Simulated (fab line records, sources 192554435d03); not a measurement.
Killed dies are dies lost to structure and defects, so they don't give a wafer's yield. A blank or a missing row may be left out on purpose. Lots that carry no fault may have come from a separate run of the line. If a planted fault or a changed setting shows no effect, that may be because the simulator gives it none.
Problem report in the 8D (eight disciplines) form, filled by code || flow n5-finfet || the parts of the form that need people (team, actions taken, sign-off) are left out

1. PROBLEM STATEMENT
At N5_BEOL_M6_COAT_22, spin-speed-rpm averages 1569.4 rpm over 6 wafers from 2 lots, while fault-free wafers read 1499.9 rpm, standard deviation 0.93. Measured from the usual mean, that is +75 standard deviations.
The step: resist thk 30 nm.
Earliest sighting: wafer L925.2 on litho-track-03 at day 11 21:48. The record has a number at this step for 36 wafers belonging to 12 lots. By rule, "out" or "out of limits" means more than 4 standard deviations away from the usual mean. The other wafers with a number count as sound.

2. WHAT THIS IS AND IS NOT
{"question": "which readings at this step", "is": "spin-speed-rpm", "is not": "-"}
{"question": "which lots", "is": "L925, L927", "is not": "L914, L916, L921, L922, L923, L926, L934, L935, L936, L937"}
{"question": "which wafers of those lots", "is": "all that have a number", "is not": "-"}
{"question": "read on which tools", "is": "litho-track-03", "is not": "litho-track-02, litho-track-04"}
{"question": "when", "is": "from day 11 21:48", "is not": "up to then (15 sound wafers); but 15 sound wafers of L926, L934, L935, L936, L937 came after"}

3. WHAT RULES OUT EACH SUSPECT
Counting: a tool at any process step up to the reading remains a suspect when it ran all the lots that are out and ran no sound lot after the first of those.
- litho-track-03 at N5_BEOL_M6_COAT_22 (resist thk 30 nm): ruled out as a lasting fault. After its first lot that is out, L925 (day 11 21:48), sound lots L936 ran on it.
Left after counting: nothing in the record.

4. THE CAUSE (what the simulator had put in)
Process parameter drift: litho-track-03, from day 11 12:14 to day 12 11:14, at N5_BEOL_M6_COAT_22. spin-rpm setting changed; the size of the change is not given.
Counting ruled it out, wrongly.

5. THE CHAIN OF EFFECTS, in route order
Rows list readings where the struck wafers' mean (over those with a number) sits beyond 3 standard deviations from the usual. Only readings whose record carries a usual standard deviation are examined. hours: median over the lots of the time between each lot's start at the first step of this table that gives one and its start at this step. sigmas: the change, counted in usual standard deviations.
{"hours": 0, "step": "N5_BEOL_M6_COAT_22", "reading": "spin-speed-rpm", "usual": "1499.9 rpm", "on struck wafers": 1569.4, "change": "+69.5", "sigmas": "+75"}
Process steps it contains:
- N5_BEOL_M6_COAT_22: resist thk 30 nm.

6. WHAT WOULD HAVE CAUGHT IT SOONER
In this record the first reading out of limits was taken at day 11 21:48, 10 hours after the fault began at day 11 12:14.
